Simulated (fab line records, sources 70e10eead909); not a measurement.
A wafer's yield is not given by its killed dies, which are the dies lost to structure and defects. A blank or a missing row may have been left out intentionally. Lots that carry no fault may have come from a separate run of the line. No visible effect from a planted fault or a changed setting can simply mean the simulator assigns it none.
Which tool is to blame? :: flow nand-harc :: 11 lots with 33 wafers sampled at 4 steps, on a route of 1302 steps

WHAT THE GAUGES READ, wafer by wafer
The record lacks any reading of a measuring or inspecting step that a usual standard deviation could be used to judge.

WHICH TOOL RAN EACH LOT (tool, then ch and the chambers of the sampled wafers, then the start)
lot: L324
NHARC_A_CHANNEL_HOLE_D2_ETCH_38: rie-diel-10 ch 0,1,2, day 12 13:52
NHARC_A_CHANNEL_HOLE_D2_ETCH_16: rie-diel-10 ch 1,2,3, day 12 15:32 or earlier
NHARC_A_CHANNEL_HOLE_D2_ETCH_21: har-etch-02 ch 0,1, day 12 15:32
NHARC_A_CHANNEL_HOLE_D2_STRIP_28: rie-diel-12 ch 2,3, day 12 19:45

lot: L326
NHARC_A_CHANNEL_HOLE_D2_ETCH_38: rie-diel-12 ch 1,2,3, day 13 06:35
NHARC_A_CHANNEL_HOLE_D2_ETCH_16: rie-diel-12 ch 0,3, day 13 08:11 or earlier
NHARC_A_CHANNEL_HOLE_D2_ETCH_21: har-etch-01 ch 0, day 13 08:11
NHARC_A_CHANNEL_HOLE_D2_STRIP_28: rie-diel-11 ch 1,2, day 13 12:32

lot: L329
NHARC_A_CHANNEL_HOLE_D2_ETCH_38: rie-diel-12 ch 0,1, day 14 11:25
NHARC_A_CHANNEL_HOLE_D2_ETCH_16: rie-diel-12 ch 0,3, day 14 12:55 or earlier
NHARC_A_CHANNEL_HOLE_D2_ETCH_21: har-etch-01 ch 0,1, day 14 12:55
NHARC_A_CHANNEL_HOLE_D2_STRIP_28: rie-diel-11 ch 2,3, day 14 17:19

lot: L330
NHARC_A_CHANNEL_HOLE_D2_ETCH_38: rie-diel-11 ch 0,2,3, day 14 11:49
NHARC_A_CHANNEL_HOLE_D2_ETCH_16: rie-diel-11 ch 0,3, day 14 15:51 or earlier
NHARC_A_CHANNEL_HOLE_D2_ETCH_21: har-etch-02 ch 0,1, day 14 15:51
NHARC_A_CHANNEL_HOLE_D2_STRIP_28: rie-diel-11 ch 0,2,3, day 14 20:08

lot: L331
NHARC_A_CHANNEL_HOLE_D2_ETCH_38: rie-diel-11 ch 0,1,3, day 15 11:00
NHARC_A_CHANNEL_HOLE_D2_ETCH_16: rie-diel-11 ch 0,3, day 15 12:32 or earlier
NHARC_A_CHANNEL_HOLE_D2_ETCH_21: har-etch-01 ch 0,1, day 15 12:32
NHARC_A_CHANNEL_HOLE_D2_STRIP_28: rie-diel-11 ch 0,1,2, day 15 16:59

lot: L332
NHARC_A_CHANNEL_HOLE_D2_ETCH_38: rie-diel-10 ch 0,1,2, day 15 11:10
NHARC_A_CHANNEL_HOLE_D2_ETCH_16: rie-diel-10 ch 0,1,3, day 15 14:30 or earlier
NHARC_A_CHANNEL_HOLE_D2_ETCH_21: har-etch-02 ch 0,1, day 15 14:30
NHARC_A_CHANNEL_HOLE_D2_STRIP_28: rie-diel-12 ch 0,2,3, day 15 18:49

lot: L338
NHARC_A_CHANNEL_HOLE_D2_ETCH_38: rie-diel-12 ch 0,2,3, day 18 02:14
NHARC_A_CHANNEL_HOLE_D2_ETCH_16: rie-diel-12 ch 0,2, day 18 06:14 or earlier
NHARC_A_CHANNEL_HOLE_D2_ETCH_21: har-etch-02 ch 0,1, day 18 06:14
NHARC_A_CHANNEL_HOLE_D2_STRIP_28: rie-diel-11 ch 0,1,3, day 18 10:34

lot: L340
NHARC_A_CHANNEL_HOLE_D2_ETCH_38: rie-diel-11 ch 0,1,3, day 18 21:37
NHARC_A_CHANNEL_HOLE_D2_ETCH_16: rie-diel-11 ch 0,2, day 18 23:09 or earlier
NHARC_A_CHANNEL_HOLE_D2_ETCH_21: har-etch-01 ch 0,1, day 18 23:09
NHARC_A_CHANNEL_HOLE_D2_STRIP_28: rie-diel-11 ch 0,2, day 19 03:33

lot: L345
NHARC_A_CHANNEL_HOLE_D2_ETCH_38: rie-diel-10 ch 0,3, day 20 23:10
NHARC_A_CHANNEL_HOLE_D2_ETCH_16: rie-diel-10 ch 0,1,3, day 21 03:08 or earlier
NHARC_A_CHANNEL_HOLE_D2_ETCH_21: har-etch-01 ch 1, day 21 03:08
NHARC_A_CHANNEL_HOLE_D2_STRIP_28: rie-diel-12 ch 1,2,3, day 21 07:28

lot: L346
NHARC_A_CHANNEL_HOLE_D2_ETCH_38: rie-diel-12 ch 0,2,3, day 21 10:12
NHARC_A_CHANNEL_HOLE_D2_ETCH_16: rie-diel-12 ch 0,2,3, day 21 11:47 or earlier
NHARC_A_CHANNEL_HOLE_D2_ETCH_21: har-etch-02 ch 0,1, day 21 11:47
NHARC_A_CHANNEL_HOLE_D2_STRIP_28: rie-diel-11 ch 0,3, day 21 16:10

lot: L347
NHARC_A_CHANNEL_HOLE_D2_ETCH_38: rie-diel-10 ch 0,2,3, day 21 12:13
NHARC_A_CHANNEL_HOLE_D2_ETCH_16: rie-diel-10 ch 0,3, day 21 13:44 or earlier
NHARC_A_CHANNEL_HOLE_D2_ETCH_21: har-etch-01 ch 0,1, day 21 13:44
NHARC_A_CHANNEL_HOLE_D2_STRIP_28: rie-diel-11 ch 0,2,3, day 21 18:10
- NHARC_A_CHANNEL_HOLE_D2_ETCH_38: etches the open film in CF4, target depth 39 nm, time 65 s.
- NHARC_A_CHANNEL_HOLE_D2_ETCH_16: etches the open film in O2/COS, target depth 3100 nm, time 806 s.
- NHARC_A_CHANNEL_HOLE_D2_ETCH_21: etches the open film in C4F8/O2/Ar, time 514.3 s, target depth 1600 nm.
- NHARC_A_CHANNEL_HOLE_D2_STRIP_28: strips in O2.

WHAT THE TOOLS THEMSELVES READ (means of the sampled wafers that have a number; where no wafer has one, the mark that the record gives instead)
NHARC_A_CHANNEL_HOLE_D2_ETCH_38. Usual: drypump-motor-current-A 5.9 A, standard deviation 0.43; oes-product-au 1.003 a.u., standard deviation 0.0069; rf-vpp-V 151.6 V, standard deviation 1; showerhead-plenum-p-Torr 1.79 Torr, standard deviation 0.058; throttle-valve-pct 13.285 %, standard deviation 0.0088.
lot: L324
tool: rie-diel-10
drypump-motor-current-A (A): 5.8
oes-product-au (a.u.): 1.009
rf-vpp-V (V): 151.8
showerhead-plenum-p-Torr (Torr): 1.77
throttle-valve-pct (%): 13.299
flag: 

lot: L326
tool: rie-diel-12
drypump-motor-current-A (A): 5.9
oes-product-au (a.u.): 1.007
rf-vpp-V (V): 151.6
showerhead-plenum-p-Torr (Torr): 1.77
throttle-valve-pct (%): 13.284
flag: 

lot: L329
tool: rie-diel-12
drypump-motor-current-A (A): 6.3
oes-product-au (a.u.): 0.999
rf-vpp-V (V): 150.0
showerhead-plenum-p-Torr (Torr): 1.73
throttle-valve-pct (%): 13.281
flag: 

lot: L330
tool: rie-diel-11
drypump-motor-current-A (A): 5.6
oes-product-au (a.u.): 1.008
rf-vpp-V (V): 153.2
showerhead-plenum-p-Torr (Torr): 1.83
throttle-valve-pct (%): 13.286
flag: 

lot: L331
tool: rie-diel-11
drypump-motor-current-A (A): 5.7
oes-product-au (a.u.): 1.002
rf-vpp-V (V): 152.6
showerhead-plenum-p-Torr (Torr): 1.82
throttle-valve-pct (%): 13.283
flag: 

lot: L332
tool: rie-diel-10
drypump-motor-current-A (A): 5.8
oes-product-au (a.u.): 1.008
rf-vpp-V (V): 151.0
showerhead-plenum-p-Torr (Torr): 1.77
throttle-valve-pct (%): 13.281
flag: 

lot: L338
tool: rie-diel-12
drypump-motor-current-A (A): 6.2
oes-product-au (a.u.): 1.006
rf-vpp-V (V): 151.6
showerhead-plenum-p-Torr (Torr): 1.77
throttle-valve-pct (%): 13.280
flag: 

lot: L340
tool: rie-diel-11
drypump-motor-current-A (A): 5.7
oes-product-au (a.u.): 1.009
rf-vpp-V (V): 151.7
showerhead-plenum-p-Torr (Torr): 1.82
throttle-valve-pct (%): 13.273
flag: 

lot: L345
tool: rie-diel-10
drypump-motor-current-A (A): 6.0
oes-product-au (a.u.): 1.009
rf-vpp-V (V): 152.8
showerhead-plenum-p-Torr (Torr): 1.86
throttle-valve-pct (%): 13.284
flag: 

lot: L346
tool: rie-diel-12
drypump-motor-current-A (A): 6.3
oes-product-au (a.u.): 1.009
rf-vpp-V (V): 151.1
showerhead-plenum-p-Torr (Torr): 1.77
throttle-valve-pct (%): 13.283
flag: 

lot: L347
tool: rie-diel-10
drypump-motor-current-A (A): 6.0
oes-product-au (a.u.): 1.001
rf-vpp-V (V): 151.5
showerhead-plenum-p-Torr (Torr): 1.81
throttle-valve-pct (%): 13.278
flag: 

NHARC_A_CHANNEL_HOLE_D2_ETCH_16. Usual: drypump-motor-current-A 5.8 A, standard deviation 0.42; o2-flow-sccm 400.1 sccm, standard deviation 1.2; oes-product-au 1.001 a.u., standard deviation 0.0074; rf-vpp-V 314.7 V, standard deviation 1.7; showerhead-plenum-p-Torr 3.17 Torr, standard deviation 0.11; throttle-valve-pct 28.330 %, standard deviation 0.0084.
lot: L324
tool: rie-diel-10
drypump-motor-current-A (A): 5.6
o2-flow-sccm (sccm): 400.1
oes-product-au (a.u.): 0.998
rf-vpp-V (V): 314.2
showerhead-plenum-p-Torr (Torr): 3.14
throttle-valve-pct (%): 28.332
flag: 

lot: L326
tool: rie-diel-12
drypump-motor-current-A (A): 6.5
o2-flow-sccm (sccm): 400.6
oes-product-au (a.u.): 0.987
rf-vpp-V (V): 314.6
showerhead-plenum-p-Torr (Torr): 3.12
throttle-valve-pct (%): 28.326
flag: 

lot: L329
tool: rie-diel-12
drypump-motor-current-A (A): 6.4
o2-flow-sccm (sccm): 399.7
oes-product-au (a.u.): 1.004
rf-vpp-V (V): 314.9
showerhead-plenum-p-Torr (Torr): 3.12
throttle-valve-pct (%): 28.329
flag: 

lot: L330
tool: rie-diel-11
drypump-motor-current-A (A): 5.6
o2-flow-sccm (sccm): 401.6
oes-product-au (a.u.): 1.006
rf-vpp-V (V): 314.8
showerhead-plenum-p-Torr (Torr): 3.24
throttle-valve-pct (%): 28.327
flag: 

lot: L331
tool: rie-diel-11
drypump-motor-current-A (A): 5.4
o2-flow-sccm (sccm): 400.1
oes-product-au (a.u.): 0.996
rf-vpp-V (V): 315.7
showerhead-plenum-p-Torr (Torr): 3.29
throttle-valve-pct (%): 28.334
flag: 

lot: L332
tool: rie-diel-10
drypump-motor-current-A (A): 5.7
o2-flow-sccm (sccm): 401.1
oes-product-au (a.u.): 0.994
rf-vpp-V (V): 315.6
showerhead-plenum-p-Torr (Torr): 3.23
throttle-valve-pct (%): 28.333
flag: 

lot: L338
tool: rie-diel-12
drypump-motor-current-A (A): 6.1
o2-flow-sccm (sccm): 399.9
oes-product-au (a.u.): 0.995
rf-vpp-V (V): 314.4
showerhead-plenum-p-Torr (Torr): 3.14
throttle-valve-pct (%): 28.326
flag: 

lot: L340
tool: rie-diel-11
drypump-motor-current-A (A): 5.7
o2-flow-sccm (sccm): 399.1
oes-product-au (a.u.): 1.007
rf-vpp-V (V): 315.0
showerhead-plenum-p-Torr (Torr): 3.18
throttle-valve-pct (%): 28.335
flag: 

lot: L345
tool: rie-diel-10
drypump-motor-current-A (A): 5.7
o2-flow-sccm (sccm): 400.1
oes-product-au (a.u.): 1.000
rf-vpp-V (V): 316.3
showerhead-plenum-p-Torr (Torr): 3.23
throttle-valve-pct (%): 28.338
flag: 

lot: L346
tool: rie-diel-12
drypump-motor-current-A (A): 6.2
o2-flow-sccm (sccm): 398.9
oes-product-au (a.u.): 1.006
rf-vpp-V (V): 314.7
showerhead-plenum-p-Torr (Torr): 3.13
throttle-valve-pct (%): 28.324
flag: 

lot: L347
tool: rie-diel-10
drypump-motor-current-A (A): 6.0
o2-flow-sccm (sccm): 399.8
oes-product-au (a.u.): 1.002
rf-vpp-V (V): 316.2
showerhead-plenum-p-Torr (Torr): 3.29
throttle-valve-pct (%): 28.332
flag: 

NHARC_A_CHANNEL_HOLE_D2_ETCH_21. Usual: drypump-motor-current-A 5.7 A, standard deviation 0.68; o2-flow-sccm 35.70 sccm, standard deviation 0.12; showerhead-plenum-p-Torr 3.61 Torr, standard deviation 0.15; throttle-valve-pct 32.155 %, standard deviation 0.0097.
lot: L324
tool: har-etch-02
drypump-motor-current-A (A): 5.0
o2-flow-sccm (sccm): 35.72
showerhead-plenum-p-Torr (Torr): 3.57
throttle-valve-pct (%): 32.154
flag: 

lot: L326
tool: har-etch-01
drypump-motor-current-A (A): 6.2
o2-flow-sccm (sccm): 35.63
showerhead-plenum-p-Torr (Torr): 3.50
throttle-valve-pct (%): 32.151
flag: 

lot: L329
tool: har-etch-01
drypump-motor-current-A (A): 6.3
o2-flow-sccm (sccm): 35.74
showerhead-plenum-p-Torr (Torr): 3.54
throttle-valve-pct (%): 32.158
flag: 

lot: L330
tool: har-etch-02
drypump-motor-current-A (A): 5.0
o2-flow-sccm (sccm): 35.73
showerhead-plenum-p-Torr (Torr): 3.55
throttle-valve-pct (%): 32.147
flag: 

lot: L331
tool: har-etch-01
drypump-motor-current-A (A): 6.4
o2-flow-sccm (sccm): 35.70
showerhead-plenum-p-Torr (Torr): 3.53
throttle-valve-pct (%): 32.156
flag: 

lot: L332
tool: har-etch-02
drypump-motor-current-A (A): 5.0
o2-flow-sccm (sccm): 35.92
showerhead-plenum-p-Torr (Torr): 3.63
throttle-valve-pct (%): 32.152
flag: 

lot: L338
tool: har-etch-02
drypump-motor-current-A (A): 5.0
o2-flow-sccm (sccm): 35.62
showerhead-plenum-p-Torr (Torr): 3.77
throttle-valve-pct (%): 32.162
flag: 

lot: L340
tool: har-etch-01
drypump-motor-current-A (A): 6.4
o2-flow-sccm (sccm): 35.73
showerhead-plenum-p-Torr (Torr): 3.54
throttle-valve-pct (%): 32.151
flag: 

lot: L345
tool: har-etch-01
drypump-motor-current-A (A): 6.4
o2-flow-sccm (sccm): 35.59
showerhead-plenum-p-Torr (Torr): 3.56
throttle-valve-pct (%): 32.153
flag: 

lot: L346
tool: har-etch-02
drypump-motor-current-A (A): 5.0
o2-flow-sccm (sccm): 35.66
showerhead-plenum-p-Torr (Torr): 3.74
throttle-valve-pct (%): 32.160
flag: 

lot: L347
tool: har-etch-01
drypump-motor-current-A (A): 6.4
o2-flow-sccm (sccm): 35.73
showerhead-plenum-p-Torr (Torr): 3.48
throttle-valve-pct (%): 32.160
flag: 

NHARC_A_CHANNEL_HOLE_D2_STRIP_28. Usual: chamber-pressure-mTorr is 60.00 mTorr with standard deviation 0.055, drypump-motor-current-A is 5.8 A with standard deviation 0.38, o2-flow-sccm is 500.2 sccm with standard deviation 1.6, oes-product-au is 1.003 a.u. with standard deviation 0.0068, rf-vpp-V is 57.9 V with standard deviation 0.84, showerhead-plenum-p-Torr is 3.59 Torr with standard deviation 0.11, and throttle-valve-pct is 17.036 % with standard deviation 0.0084.
lot: L324
tool: rie-diel-12
chamber-pressure-mTorr (mTorr): 59.97
drypump-motor-current-A (A): 6.2
o2-flow-sccm (sccm): 499.9
oes-product-au (a.u.): 1.000
rf-vpp-V (V): 57.8
showerhead-plenum-p-Torr (Torr): 3.58
throttle-valve-pct (%): 17.035
flag: 

lot: L326
tool: rie-diel-11
chamber-pressure-mTorr (mTorr): 60.05
drypump-motor-current-A (A): 6.0
o2-flow-sccm (sccm): 499.8
oes-product-au (a.u.): 1.003
rf-vpp-V (V): 57.6
showerhead-plenum-p-Torr (Torr): 3.55
throttle-valve-pct (%): 17.038
flag: 

lot: L329
tool: rie-diel-11
chamber-pressure-mTorr (mTorr): 60.02
drypump-motor-current-A (A): 5.5
o2-flow-sccm (sccm): 498.5
oes-product-au (a.u.): 1.006
rf-vpp-V (V): 57.9
showerhead-plenum-p-Torr (Torr): 3.72
throttle-valve-pct (%): 17.031
flag: 

lot: L330
tool: rie-diel-11
chamber-pressure-mTorr (mTorr): 60.01
drypump-motor-current-A (A): 5.6
o2-flow-sccm (sccm): 500.0
oes-product-au (a.u.): 1.009
rf-vpp-V (V): 58.5
showerhead-plenum-p-Torr (Torr): 3.66
throttle-valve-pct (%): 17.033
flag: 

lot: L331
tool: rie-diel-11
chamber-pressure-mTorr (mTorr): 60.00
drypump-motor-current-A (A): 5.8
o2-flow-sccm (sccm): 500.4
oes-product-au (a.u.): 1.004
rf-vpp-V (V): 58.7
showerhead-plenum-p-Torr (Torr): 3.58
throttle-valve-pct (%): 17.040
flag: 

lot: L332
tool: rie-diel-12
chamber-pressure-mTorr (mTorr): 60.00
drypump-motor-current-A (A): 6.3
o2-flow-sccm (sccm): 501.0
oes-product-au (a.u.): 0.995
rf-vpp-V (V): 58.1
showerhead-plenum-p-Torr (Torr): 3.54
throttle-valve-pct (%): 17.044
flag: 

lot: L338
tool: rie-diel-11
chamber-pressure-mTorr (mTorr): 63.16
drypump-motor-current-A (A): 5.7
o2-flow-sccm (sccm): 500.5
oes-product-au (a.u.): 0.997
rf-vpp-V (V): 58.1
showerhead-plenum-p-Torr (Torr): 3.62
throttle-valve-pct (%): 17.036
flag: OFF

lot: L340
tool: rie-diel-11
chamber-pressure-mTorr (mTorr): 63.12
drypump-motor-current-A (A): 5.8
o2-flow-sccm (sccm): 499.6
oes-product-au (a.u.): 1.012
rf-vpp-V (V): 57.7
showerhead-plenum-p-Torr (Torr): 3.61
throttle-valve-pct (%): 17.044
flag: OFF

lot: L345
tool: rie-diel-12
chamber-pressure-mTorr (mTorr): 59.96
drypump-motor-current-A (A): 5.9
o2-flow-sccm (sccm): 499.4
oes-product-au (a.u.): 1.002
rf-vpp-V (V): 57.5
showerhead-plenum-p-Torr (Torr): 3.53
throttle-valve-pct (%): 17.036
flag: 

lot: L346
tool: rie-diel-11
chamber-pressure-mTorr (mTorr): 60.00
drypump-motor-current-A (A): 5.4
o2-flow-sccm (sccm): 499.6
oes-product-au (a.u.): 1.001
rf-vpp-V (V): 58.4
showerhead-plenum-p-Torr (Torr): 3.70
throttle-valve-pct (%): 17.032
flag: 

lot: L347
tool: rie-diel-11
chamber-pressure-mTorr (mTorr): 60.03
drypump-motor-current-A (A): 5.6
o2-flow-sccm (sccm): 499.7
oes-product-au (a.u.): 1.007
rf-vpp-V (V): 57.9
showerhead-plenum-p-Torr (Torr): 3.65
throttle-valve-pct (%): 17.037
flag: 

THE ANSWER, worked out from the rows above alone
Rule: a lot is off if the mean of its wafers that have a number lies more than 3 standard deviations from the usual mean. A lot without any number at a reading at which 4 lots or more have one is off too. The other lots that the step has rows for count as sound. First the gauges in route order, then the tools' own readings, where a lot's mean is used as printed above. The first step at which some lot is off is used, and at that step the reading that is off furthest; a lot without a number counts as furthest.
Off: L338, L340 (NHARC_A_CHANNEL_HOLE_D2_STRIP_28, chamber-pressure-mTorr).
If a tool, at that step or one of the process steps before it, ran each lot that is off and ran no sound lot following the first of them, it fits. Because NHARC_A_CHANNEL_HOLE_D2_ETCH_16 lacks a start for some lots, the hours and order of its lots are taken from NHARC_A_CHANNEL_HOLE_D2_ETCH_21. Not one of the candidates tried fits.

WHAT HAD BEEN PUT IN BY THE SIMULATOR
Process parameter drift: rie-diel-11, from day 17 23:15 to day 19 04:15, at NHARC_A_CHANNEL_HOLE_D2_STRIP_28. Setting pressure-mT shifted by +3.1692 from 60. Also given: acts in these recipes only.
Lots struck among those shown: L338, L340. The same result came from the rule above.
